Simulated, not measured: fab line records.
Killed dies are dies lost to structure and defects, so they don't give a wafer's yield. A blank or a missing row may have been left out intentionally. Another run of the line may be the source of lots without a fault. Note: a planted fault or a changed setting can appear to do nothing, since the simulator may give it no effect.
fab line records	flow n5-finfet
record: lots: 7	wafers: 39
route steps=1938 shown ZERO_LAYER@16 FIN_SAQP@134 SD_EPI_P@321 HKMG_FIN@438 BEOL_M0_SAQP@663 BEOL_M3@981
start-h: the number of hours between the record's first day and the start of the first shown wafer of the lot	wait-h: hours elapsed since this lot's preceding step	" repeats the value in the row above	L1.1+2: several wafers, shown together as one row	- no value, or no start given	* or withheld: withheld	< > ~ a bound
route shown NAME@n: NAME is a module with steps in the file, n the number in the route of the first one	usual: mean and standard deviation over wafers with no fault	same: alike in all rows	chamber/n: place in a boat	sites: the reading at each site	_std_site: the standard deviation of these	_edge_site: inner sites' mean taken away from outer sites' mean	radius-mm: for every site, how far away it sits from the centre of the wafer	mask NAME#n: copy n	behind: the tool/chamber that last shaped the wafer	hold: why the lot went on hold/how many hours it stayed there/how the hold came to an end	device: transistor that didn't switch, given as n, p or np	end of line: tests run on the same wafers once the route is complete	a step given without rows: its recipe and nothing more	killed: the dies lost at the first sort to structure and to defects; this is not the yield of the wafer	map: per-die view of a wafer (x killed, . not killed, _ where there is no die)
set.NAME: the setting the step ran with; set.NAME@STEP: the setting that earlier step ran with	model.NAME: the simulator's own value behind a step, which no gauge read
lots whose settings were changed on purpose; a table a step, a row a wafer
== steps ==
step: N5_ZERO_LAYER_ETCH_18
recipe: chemistry: HBr/Cl2	target: Si	target-depth-a: 1200	time-s: 40	pressure-mtorr: 10	icp-w: 800	bias-w: 75	HBr_flow_sccm: 150	Cl2_flow_sccm: 80
lot.wafer	tool	chamber	start-h	wait-h	set.target-depth-a	model.etch.depth-nm	model.ZERO_LAYER.feature-depth-nm	model.coat_of_ZERO_LAYER_COAT_05.thk-nm
L074.1	rie-si-05	2	12.79	0.0	1200	120.9	120.9	937.2
L074.2	"	1	"	"	719.8	72.33	72.33	952.6
L074.3	"	3	"	"	719.8	72.33	72.33	953.1
L074.4	"	2	"	"	1200	121.5	121.5	933.1
L074.5	"	3	"	"	719.8	72.13	72.13	951.2
L074.6	"	1	"	"	1200	119.6	119.6	935.2
L079.3	rie-si-04	3	42.96	0.0	1200	121.2	121.2	927.9
L079.5	"	0	"	"	1200	121.6	121.6	927.8
L079.6	"	3	"	"	1200	122.1	122.1	928.2
L082.1	rie-si-03	2	60.84	0.0	1200	117.6	117.6	932.2
L082.2	"	0	"	"	1200	121.5	121.5	932.6
L082.3	"	1	"	"	1200	117.5	117.5	932.6
L082.4	"	3	"	"	1200	118.6	118.6	933.8
L082.5	"	2	"	"	1200	118.4	118.4	929.7
L082.6	"	1	"	"	1200	118.8	118.8	932.1
L084.1	rie-si-05	0	72.94	0.0	1200	123.7	123.7	929.2
L084.2	"	3	"	"	1732	172.9	172.9	912.5
L084.3	"	1	"	"	1200	120.5	120.5	927.9
L084.4	"	2	"	"	1732	174.8	174.8	911.3
L084.5	"	2	"	"	1732	176.2	176.2	911.5
L084.6	"	1	"	"	1200	120.1	120.1	930.7
L085.1	rie-si-04	3	78.93	0.0	1200	122.8	122.8	930.8
L085.2	"	1	"	"	1200	121.8	121.8	928.8
L085.3	"	0	"	"	1200	123.1	123.1	931
L085.4	"	2	"	"	1200	121.6	121.6	931.3
L085.5	"	3	"	"	1200	123.3	123.3	930.1
L085.6	"	0	"	"	1200	123.2	123.2	929.5
L089.1	rie-si-05	1	103.26	0.0	1470	149.3	149.3	921.2
L089.2	"	2	"	"	1200	122.4	122.4	931.5
L089.3	"	0	"	"	1200	123.3	123.3	928.5
L089.4	"	3	"	"	1470	146.4	146.4	921.8
L089.5	"	3	"	"	1200	120.8	120.8	930.9
L089.6	"	0	"	"	1470	151.9	151.9	916.1
L094.1	rie-si-05	0	132.91	0.0	1200	123.7	123.7	928.4
L094.2	"	2	"	"	1501	152.2	152.2	920.1
L094.3	"	1	"	"	1200	121.3	121.3	931.5
L094.4	"	3	"	"	1501	151.2	151.2	920.4
L094.5	"	1	"	"	1200	120.7	120.7	931.3
L094.6	"	0	"	"	1501	155.1	155.1	918
step: N5_ZERO_LAYER_STRIP_24
recipe: chemistry: O2	power-w: 1000	temp-c: 250	overash-fraction: 0.3	pressure-mtorr: 1000	o2-flow-sccm: 6750
usual: strip-time-to-endpoint-s: 43.87/0.087
lot.wafer	tool	chamber	start-h	wait-h	set.target-depth-a@ZERO_LAYER_ETCH_18	strip-time-to-endpoint-s
L074.1	plasma-asher-01	0	12.89	0.1	1200	44.05
L074.2	"	1	"	"	719.8	44.50
L074.3	"	1	"	"	719.8	44.52
L074.4	"	0	"	"	1200	43.92
L074.5	"	1	"	"	719.8	44.47
L074.6	"	0	"	"	1200	44.00
L079.3	plasma-asher-01	0	43.08	0.1	1200	43.78
L079.5	"	1	"	"	1200	43.76
L079.6	"	0	"	"	1200	43.78
L082.1	plasma-asher-01	1	60.94	0.1	1200	43.90
L082.2	"	0	"	"	1200	43.91
L082.3	"	0	"	"	1200	43.91
L082.4	"	1	"	"	1200	43.94
L082.5	"	1	"	"	1200	43.82
L082.6	"	0	"	"	1200	43.90
L084.1	plasma-asher-01	1	73.04	0.1	1200	43.83
L084.2	"	0	"	"	1732	43.31
L084.3	"	1	"	"	1200	43.77
L084.4	"	0	"	"	1732	43.28
L084.5	"	1	"	"	1732	43.28
L084.6	"	0	"	"	1200	43.86
L085.1	plasma-asher-02	1	79.03	0.1	1200	43.85
L085.2	"	0	"	"	1200	43.80
L085.3	"	1	"	"	1200	43.87
L085.4	"	0	"	"	1200	43.90
L085.5	"	1	"	"	1200	43.84
L085.6	"	0	"	"	1200	43.83
L089.1	plasma-asher-01	1	103.36	0.1	1470	43.58
L089.2	"	0	"	"	1200	43.87
L089.3	"	0	"	"	1200	43.79
L089.4	"	1	"	"	1470	43.59
L089.5	"	0	"	"	1200	43.86
L089.6	"	1	"	"	1470	43.41
L094.1	plasma-asher-01	1	133.28	0.3	1200	43.78
L094.2	"	0	"	"	1501	43.55
L094.3	"	0	"	"	1200	43.87
L094.4	"	1	"	"	1501	43.56
L094.5	"	0	"	"	1200	43.88
L094.6	"	1	"	"	1501	43.48
step: N5_FIN_SAQP_ETCH_69
recipe: chemistry: N2/H2	target: SOC	target-depth-a: 1500	stop-on: SiNx	ion-energy-ev: 100	bias-w: 61	pressure-mtorr: 30	source-w: 850	n2-flow-sccm: 200	h2-flow-sccm: 200
lot.wafer	tool	chamber	start-h	wait-h	set.target-depth-a	model.etch.depth-nm
L074.1+2+5+6	rie-diel-02	2,3,3,2	24.55	-	1500	55
L074.3	"	0	"	"	1500	52.84
L074.4	"	1	"	"	1500	54.49
L079.3+5+6	rie-diel-02	3,1,2	56.23	-	1500	55
L082.1	rie-diel-04	0	73.86	-	1268	46.4
L082.2	"	2	"	"	1500	55
L082.3	"	1	"	"	1500	54.14
L082.4	"	3	"	"	1268	46.51
L082.5	"	0	"	"	1268	46.14
L082.6	"	1	"	"	1500	54.55
L084.1+2+6	rie-diel-04	1,0,1	84.87	-	2059	55
L084.3+4+5	"	3,2,0	"	"	1500	55
L085.1	rie-diel-01	3	90.98	-	1500	53.57
L085.2	"	2	"	"	1500	54.2
L085.3+4+6	"	1,0,0	"	"	1882	55
L085.5	"	1	"	"	1500	54.69
L089.1	rie-diel-01	0	115.04	-	1167	42.08
L089.2	"	1	"	"	1500	54.55
L089.3	"	2	"	"	1167	41.91
L089.4	"	3	"	"	1167	41.41
L089.5	"	3	"	"	1500	53.19
L089.6	"	2	"	"	1500	53.79
L094.1+4+6	rie-diel-04	1,2,1	145.83	-	2045	55
L094.2	"	2	"	"	1500	55
L094.3	"	3	"	"	1500	54.4
L094.5	"	3	"	"	1500	54.84
step: N5_SD_EPI_P_EPI_21
recipe: material: SiGe:B	dopant: B	temp-c: 550	pressure-torr: 20	ambient: H2	time-s: 355
lot.wafer	tool	chamber	start-h	wait-h	set.time-s	model.SiGe-B_of_SD_EPI_P_EPI_21.thk-nm
L074.1	epi-rpcvd-03	0	53.77	0.1	355	60.8
L074.2+3+4	"	0	"	"	270.7	50.6
L074.5	"	0	55.21	1.5	355	60.6
L074.6	"	0	"	"	355	60.2
L079.3+5	epi-rpcvd-02	0	91.97	0.8	355	60.6
L079.6	"	0	93.05	1.8	355	60.4
L082.1	epi-rpcvd-01	0	103.88	0.1	355	60.8
L082.2	"	0	"	"	242.4	44.8
L082.3+4	"	0	"	"	355	61
L082.5	"	0	"	"	242.4	45.2
L082.6	"	0	"	"	242.4	45.4
L084.1+3	epi-rpcvd-01	0	116.19	0.1	427.1	69.6
L084.2	"	0	"	"	355	61.8
L084.4	"	0	"	"	427.1	70.2
L084.5+6	"	0	"	"	355	62
L085.1+6	epi-rpcvd-01	0	121.16	0.1	355	61
L085.2+5	"	0	"	"	355	61.2
L085.3	"	0	"	"	355	61.6
L085.4	"	0	"	"	355	60.6
L089.1	epi-rpcvd-01	0	145.67	0.1	355	61
L089.2	"	0	"	"	226.1	41.6
L089.3	"	0	"	"	355	60.4
L089.4	"	0	"	"	226.1	42.2
L089.5	"	0	"	"	355	59.8
L089.6	"	0	"	"	226.1	42
L094.1	epi-rpcvd-01	0	174.49	0.1	355	62
L094.2	"	0	"	"	355	60.4
L094.3	"	0	"	"	355	61.6
L094.4	"	0	"	"	553.1	82.4
L094.5	"	0	"	"	553.1	83.2
L094.6	"	0	"	"	553.1	83.8
step: N5_SD_EPI_P_EPI_MEAS_23
recipe: mode: xrd
usual: thk-nm: 61.1/1.2
lot.wafer	tool	chamber	start-h	wait-h	set.time-s@SD_EPI_P_EPI_21	thk-nm
L074.1	film-metro-01	-	55.97	1.8	355	60.6
L074.2	"	-	"	"	270.7	51.7
L074.3	"	-	"	"	270.7	51.2
L074.4	"	-	"	"	270.7	50.0
L074.5	"	-	"	"	355	60.3
L074.6	"	-	"	"	355	60.4
L079.3	film-metro-02	-	93.45	1.1	355	59.7
L079.5	"	-	"	"	355	60.5
L079.6	"	-	"	"	355	60.3
L082.1	film-metro-02	-	106.08	1.8	355	61.1
L082.2	"	-	"	"	242.4	43.0
L082.3	"	-	"	"	355	60.3
L082.4	"	-	"	"	355	61.6
L082.5	"	-	"	"	242.4	46.5
L082.6	"	-	"	"	242.4	45.5
L084.1	film-metro-02	-	118.38	1.8	427.1	69.6
L084.2	"	-	"	"	355	62.0
L084.3	"	-	"	"	427.1	68.5
L084.4	"	-	"	"	427.1	70.9
L084.5	"	-	"	"	355	62.0
L084.6	"	-	"	"	355	62.6
L085.1	film-metro-01	-	123.36	1.8	355	61.2
L085.2	"	-	"	"	355	62.8
L085.3	"	-	"	"	355	61.8
L085.4	"	-	"	"	355	62.0
L085.5	"	-	"	"	355	62.6
L085.6	"	-	"	"	355	61.3
L089.1	film-metro-02	-	147.88	1.9	355	60.6
L089.2	"	-	"	"	226.1	42.9
L089.3	"	-	"	"	355	59.2
L089.4	"	-	"	"	226.1	41.6
L089.5	"	-	"	"	355	60.1
L089.6	"	-	"	"	226.1	40.9
L094.1	film-metro-02	-	176.68	1.8	355	60.5
L094.2	"	-	"	"	355	60.4
L094.3	"	-	"	"	355	61.3
L094.4	"	-	"	"	553.1	81.6
L094.5	"	-	"	"	553.1	82.7
L094.6	"	-	"	"	553.1	83.4
step: N5_HKMG_FIN_ETCH_35
recipe: chemistry: N2/H2	target: SOC	target-depth-a: 2158	ion-energy-ev: 65	bias-w: 5	source-w: 3000	time-s: 243.4	pressure-mtorr: 30	n2-flow-sccm: 200	h2-flow-sccm: 200
lot.wafer	tool	chamber	start-h	wait-h	set.target-depth-a	model.etch.depth-nm	model.HKMG_FIN.feature-depth-nm	model.SOC_of_HKMG_FIN_COAT_29.thk-nm
L074.1	rie-diel-02	2	73.72	0.0	2158	224.3	224.4	75
L074.2	"	1	"	"	2158	221.7	221.6	77.6
L074.3	"	3	"	"	2158	224.3	224.2	76
L074.4	"	0	"	"	2158	210	210	90.2
L074.5	"	2	"	"	2158	224.5	224.4	75.6
L074.6	"	3	"	"	2158	225.7	225.6	74.4
L079.3	rie-diel-04	0	111.47	0.0	2158	211.4	211.4	90.2
L079.5	"	2	"	"	2158	223.4	223.4	77
L079.6	"	3	"	"	2158	213.9	214	86.4
L082.1	rie-diel-01	1	123.43	0.0	2158	216	216	85.8
L082.2	"	0	"	"	1308	129.2	129.2	171.6
L082.3	"	3	"	"	1308	128.4	128.4	172
L082.4	"	2	"	"	1308	128.9	129	171.8
L082.5	"	3	"	"	2158	211.2	211.2	89.8
L082.6	"	0	"	"	2158	212.3	212.4	88.8
L084.1	rie-diel-04	3	135.97	0.0	3051	305.3	305.4	0
L084.2	"	1	"	"	2158	212.4	212.4	89.6
L084.3	"	2	"	"	2158	223.9	224	77.6
L084.4	"	0	"	"	2158	211.7	211.8	90.4
L084.5	"	0	"	"	3051	300.2	300.2	1.6
L084.6	"	1	"	"	3051	299.6	299.6	2.4
L085.1	rie-diel-02	0	141.64	0.0	3125	302	302	0
L085.2	"	3	"	"	2158	221.1	221	79.2
L085.3	"	2	"	"	3125	321	321	0
L085.4	"	1	"	"	2158	219.9	220	79.6
L085.5	"	0	"	"	3125	303.6	303.6	0
L085.6	"	1	"	"	2158	219.8	219.8	79.4
L089.1	rie-diel-04	3	165.34	0.0	2158	215.5	215.4	85.8
L089.2	"	0	"	"	2158	214.9	215	85.8
L089.3	"	2	"	"	2158	223.8	223.8	77.6
L089.4	"	1	"	"	2158	211.8	211.8	89.8
L089.5	"	0	"	"	2158	213.3	213.4	87.2
L089.6	"	3	"	"	2158	215	215	87.4
L094.1	rie-diel-02	2	194.60	0.0	2158	221.5	221.6	78.4
L094.2	"	3	"	"	2158	221.1	221.2	78.2
L094.3	"	0	"	"	1538	148	148	153.4
L094.4	"	1	"	"	2158	217.7	217.6	83
L094.5	"	3	"	"	1538	159.2	159.2	140.8
L094.6	"	0	"	"	1538	148.3	148.2	151.2
step: N5_HKMG_FIN_STRIP_92
recipe: chemistry: N2/H2	material: SOC	time-s: 20	power-w: 500	temp-c: 40	pressure-mtorr: 50	rf-frequency-hz: 6e+07	bias-power-w: 8	h2-frac: 0.5	n2-flow-sccm: 300	h2-flow-sccm: 300
lot.wafer	tool	chamber	start-h	wait-h	set.target-depth-a@HKMG_FIN_ETCH_35	model.SOC_of_HKMG_FIN_COAT_29.thk-nm
L074.1	rie-diel-02	2	73.87	0.1	2158	64.6
L074.2	"	1	"	"	2158	67.2
L074.3	"	3	"	"	2158	65.2
L074.4	"	0	"	"	2158	80.2
L074.5	"	2	"	"	2158	65
L074.6	"	3	"	"	2158	63.6
L079.3	rie-diel-04	0	111.62	0.1	2158	80.2
L079.5	"	2	"	"	2158	66.2
L079.6	"	3	"	"	2158	76.2
L082.1	rie-diel-01	1	123.58	0.1	2158	75.2
L082.2	"	0	"	"	1308	161.2
L082.3+4	"	3,2	"	"	1308	161.8
L082.5	"	3	"	"	2158	79.6
L082.6	"	0	"	"	2158	78.4
L084.1+5+6	rie-diel-04	3,0,1	136.12	0.1	3051	0
L084.2	"	1	"	"	2158	79.6
L084.3	"	2	"	"	2158	67
L084.4	"	0	"	"	2158	80.4
L085.1+3+5	rie-diel-02	0,2,0	141.79	0.1	3125	0
L085.2	"	3	"	"	2158	68.6
L085.4+6	"	1	"	"	2158	69.2
L089.1+2	rie-diel-04	3,0	165.49	0.1	2158	75.6
L089.3	"	2	"	"	2158	66.8
L089.4	"	1	"	"	2158	79.8
L089.5	"	0	"	"	2158	77
L089.6	"	3	"	"	2158	77.2
L094.1	rie-diel-02	2	194.75	0.1	2158	68
L094.2	"	3	"	"	2158	67.4
L094.3	"	0	"	"	1538	143.4
L094.4	"	1	"	"	2158	72.6
L094.5	"	3	"	"	1538	130
L094.6	"	0	"	"	1538	141.4
step: N5_BEOL_M0_SAQP_SPACER1_ALD_98
recipe: material: SiO2	target-thk-a: 128	temp-c: 300	ald-precursor-family: BDEAS	ald-co-reactant: O2-plasma	pulse-time-s: 1	purge-time-s: 2	co-reactant-purge-time-s: 2	ald-cycles: 138	pressure-torr: 2
lot.wafer	tool	chamber	start-h	wait-h	set.ald-cycles	model.SiO2_of_BEOL_M0_SAQP_SPACER1_ALD_98.thk-nm
L074.1+3+4	ald-sin-03	3,2,3	107.96	1.8	189	17.6
L074.2+5+6	"	1,2,1	"	"	138	12.8
L079.3+5	ald-sin-04	1	144.70	0.1	138	13
L079.6	"	0	"	"	138	12.8
L082.1+3+5	ald-sin-03	1,2,0	156.85	0.3	138	12.8
L082.2+4+6	"	3,0,1	"	"	176	16.4
L084.1+4+6	ald-sin-03	2,3,3	164.80	0.3	113	10.4
L084.2+3+5	"	1,0,0	"	"	138	12.8
L085.1+2+3+4+5+6	ald-sin-03	0,2,3,1,0,3	173.12	0.3	138	12.8
L089.1+2	ald-sin-03	0,1	196.68	0.3	108	10
L089.3+4+5	"	3,3,0	"	"	138	12.8
L089.6	"	1	"	"	108	10.2
L094.1	ald-sin-01	3	230.92	0.8	138	13
L094.2+4+5	"	1,0,0	"	"	193	17.8
L094.3+6	"	2,3	"	"	138	12.8
step: N5_BEOL_M0_SAQP_SPACER1_ETCHBACK_99
recipe: chemistry: CHF3/O2	mode: anisotropic-etchback	target: SiO2	target-depth-a: 154	time-s: 7.7	pressure-mtorr: 30	source-w: 650	bias-w: 170	Ar_flow_sccm: 200	CHF3_flow_sccm: 50	O2_flow_sccm: 5	ion-energy-ev: 200
step: N5_BEOL_M0_SAQP_MANDREL1_REMOVE_100
recipe: chemistry: HBr/Cl2/O2	bt-time-s: 10	target: a-Si	stop-on: SiNx	endpoint: OES-SiCl	over-etch-frac: 0.85	icp-w: 600	bias-w: 30	HBr_flow_sccm: 150	Cl2_flow_sccm: 80	O2_flow_sccm: 5	pressure-mtorr: 10
lot.wafer	tool	chamber	start-h	wait-h	set.ald-cycles@BEOL_M0_SAQP_SPACER1_ALD_98	model.BEOL_M0_SAQP.cd-nm
L074.1	rie-si-01	3	108.52	0.1	189	17.6
L074.2	"	2	"	"	138	12.8
L074.3+4	"	0,1	"	"	189	17.4
L074.5+6	"	2,1	"	"	138	12.6
L079.3	rie-si-06	3	145.26	0.1	138	13
L079.5+6	"	1,0	"	"	138	12.8
L082.1+3+5	rie-si-01	0,2,0	157.41	0.1	138	12.8
L082.2	"	3	"	"	176	16.2
L082.4+6	"	1	"	"	176	16.4
L084.1	rie-si-06	1	165.48	0.1	113	10.6
L084.2	"	0	"	"	138	12.6
L084.3+5	"	3,1	"	"	138	12.8
L084.4	"	2	"	"	113	10.2
L084.6	"	0	"	"	113	10.4
L085.1+3+4+5+6	rie-si-06	1,2,3,1,0	173.68	0.1	138	12.8
L085.2	"	0	"	"	138	12.6
L089.1+2+6	rie-si-01	0,3,1	197.24	0.1	108	10
L089.3	"	2	"	"	138	13
L089.4+5	"	1,2	"	"	138	12.8
L094.1+3+6	rie-si-06	3,2,1	231.48	0.1	138	13
L094.2+4	"	1,0	"	"	193	17.8
L094.5	"	2	"	"	193	18
step: N5_BEOL_M0_SAQP_CD_MEAS_25
recipe: target-cd-nm: 13.1	landing-energy-ev: 1000	detector: se-inlens
usual: cd-nm: 12.75/0.23
lot.wafer	tool	chamber	start-h	wait-h	set.ald-cycles@BEOL_M0_SAQP_SPACER1_ALD_98	cd-nm
L074.1	cd-sem-03	0	108.63	0.1	189	17.40
L074.2	"	0	"	"	138	12.85
L074.3	"	0	"	"	189	17.30
L074.4	"	0	"	"	189	17.44
L074.5	"	0	"	"	138	12.67
L074.6	"	0	"	"	138	12.75
L079.3	cd-sem-01	0	145.37	0.1	138	13.09
L079.5	"	0	"	"	138	12.61
L079.6	"	0	"	"	138	12.60
L082.1	cd-sem-02	0	157.52	0.1	138	13.14
L082.2	"	0	"	"	176	16.23
L082.3	"	0	"	"	138	12.94
L082.4	"	0	"	"	176	16.52
L082.5	"	0	"	"	138	12.87
L082.6	"	0	"	"	176	16.19
L084.1	cd-sem-03	0	165.59	0.1	113	10.38
L084.2	"	0	"	"	138	12.58
L084.3	"	0	"	"	138	13.11
L084.4	"	0	"	"	113	10.15
L084.5	"	0	"	"	138	12.47
L084.6	"	0	"	"	113	10.18
L085.1	cd-sem-01	0	173.79	0.1	138	12.95
L085.2	"	0	"	"	138	12.32
L085.3	"	0	"	"	138	12.73
L085.4	"	0	"	"	138	12.99
L085.5	"	0	"	"	138	12.94
L085.6	"	0	"	"	138	12.70
L089.1	cd-sem-03	0	197.35	0.1	108	9.81
L089.2	"	0	"	"	108	9.96
L089.3	"	0	"	"	138	12.79
L089.4	"	0	"	"	138	12.92
L089.5	"	0	"	"	138	12.93
L089.6	"	0	"	"	108	10.22
L094.1	cd-sem-01	0	231.59	0.1	138	12.74
L094.2	"	0	"	"	193	17.97
L094.3	"	0	"	"	138	12.62
L094.4	"	0	"	"	193	17.71
L094.5	"	0	"	"	193	17.75
L094.6	"	0	"	"	138	12.77
step: N5_BEOL_M3_ETCH_41
recipe: chemistry: CH3F/O2	target: SiCN	target-depth-a: 299	taper-deg: 2	time-s: 52.5	ion-energy-ev: 120	mask-material: TiN	pressure-mtorr: 30	source-w: 395	bias-w: 75	Ar_flow_sccm: 150	CH3F_flow_sccm: 30	O2_flow_sccm: 20
lot.wafer	tool	chamber	start-h	wait-h	set.target-depth-a	model.etch.depth-nm
L074.1	rie-diel-05	1	-	-	299	20.42
L074.2	"	2	"	"	299	20.22
L074.3	"	0	"	"	299	19.6
L074.4	"	3	"	"	299	20.16
L074.5	"	1	"	"	299	20.76
L074.6	"	2	"	"	299	20.11
L079.3	rie-diel-05	2	-	-	299	20.49
L079.5	"	1	"	"	299	20.36
L079.6	"	3	"	"	299	20.07
L082.1	rie-diel-03	1	-	-	299	20.17
L082.2	"	0	"	"	299	19.59
L082.3	"	3	"	"	299	19.94
L082.4	"	2	"	"	299	19.5
L082.5	"	2	"	"	299	19.69
L082.6	"	1	"	"	299	20.18
L084.1	rie-diel-06	0	-	-	299	20.24
L084.2	"	2	"	"	299	19.48
L084.3	"	3	"	"	299	19.71
L084.4	"	1	"	"	299	20.25
L084.5	"	3	"	"	299	19.49
L084.6	"	2	"	"	299	19.46
L085.1	rie-diel-05	3	-	-	299	19.85
L085.2	"	2	"	"	134	9.134
L085.3	"	1	"	"	299	20.3
L085.4	"	2	"	"	134	9.113
L085.5	"	1	"	"	134	8.947
L085.6	"	3	"	"	299	19.95
L089.1	rie-diel-05	0	-	-	299	20.02
L089.2+4	"	1,2	"	"	299	20.54
L089.3	"	3	"	"	299	19.79
L089.5	"	0	"	"	299	19.88
L089.6	"	1	"	"	299	20.33
L094.1	rie-diel-06	1	-	-	362.4	24.76
L094.2	"	3	"	"	299	19.53
L094.3	"	2	"	"	362.4	23.85
L094.4	"	3	"	"	362.4	23.78
L094.5	"	2	"	"	299	19.93
L094.6	"	1	"	"	299	20.14
== key ==
split: step: N5_ZERO_LAYER_ETCH_18	setting: target-depth-a	stated: 1200	by: wafer
response: step: N5_ZERO_LAYER_ETCH_18	reading: model.etch.depth-nm	change: +1.21	per: 1%	r: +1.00
response: step: N5_ZERO_LAYER_ETCH_18	reading: model.ZERO_LAYER.feature-depth-nm	change: +1.21	per: 1%	r: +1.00
response: step: N5_ZERO_LAYER_ETCH_18	reading: model.coat_of_ZERO_LAYER_COAT_05.thk-nm	change: -0.42	per: 1%	r: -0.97
response: step: N5_ZERO_LAYER_STRIP_24	reading: strip-time-to-endpoint-s	change: *	per: 1%	r: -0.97
split: step: N5_FIN_SAQP_ETCH_69	setting: target-depth-a	stated: 1500	by: wafer
response: step: N5_FIN_SAQP_ETCH_69	reading: model.etch.depth-nm	shape: bent	at-lowest: 41.8	at-stated: 54.55	at-highest: 55
split: step: N5_SD_EPI_P_EPI_21	setting: time-s	stated: 355	by: wafer
response: step: N5_SD_EPI_P_EPI_21	reading: model.SiGe-B_of_SD_EPI_P_EPI_21.thk-nm	change: +0.434	per: 1%	r: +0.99
response: step: N5_SD_EPI_P_EPI_MEAS_23	reading: thk-nm	change: *	per: 1%	r: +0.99
split: step: N5_HKMG_FIN_ETCH_35	setting: target-depth-a	stated: 2158	by: wafer
response: step: N5_HKMG_FIN_ETCH_35	reading: model.etch.depth-nm	change: +2.1	per: 1%	r: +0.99
response: step: N5_HKMG_FIN_ETCH_35	reading: model.HKMG_FIN.feature-depth-nm	change: +2.1	per: 1%	r: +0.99
response: step: N5_HKMG_FIN_ETCH_35	reading: model.SOC_of_HKMG_FIN_COAT_29.thk-nm	change: -2.02	per: 1%	r: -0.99
response: step: N5_HKMG_FIN_STRIP_92	reading: model.SOC_of_HKMG_FIN_COAT_29.thk-nm	change: -1.89	per: 1%	r: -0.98
split: step: N5_BEOL_M0_SAQP_SPACER1_ALD_98	setting: ald-cycles	stated: 138	by: wafer
response: step: N5_BEOL_M0_SAQP_SPACER1_ALD_98	reading: model.SiO2_of_BEOL_M0_SAQP_SPACER1_ALD_98.thk-nm	change: +0.128	per: 1%	r: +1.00
response: step: N5_BEOL_M0_SAQP_MANDREL1_REMOVE_100	reading: model.BEOL_M0_SAQP.cd-nm	change: +0.127	per: 1%	r: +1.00
response: step: N5_BEOL_M0_SAQP_CD_MEAS_25	reading: cd-nm	change: +0.127	per: 1%	r: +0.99
split: step: N5_BEOL_M3_ETCH_41	setting: target-depth-a	stated: 299	by: wafer
response: step: N5_BEOL_M3_ETCH_41	reading: model.etch.depth-nm	change: +0.199	per: 1%	r: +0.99
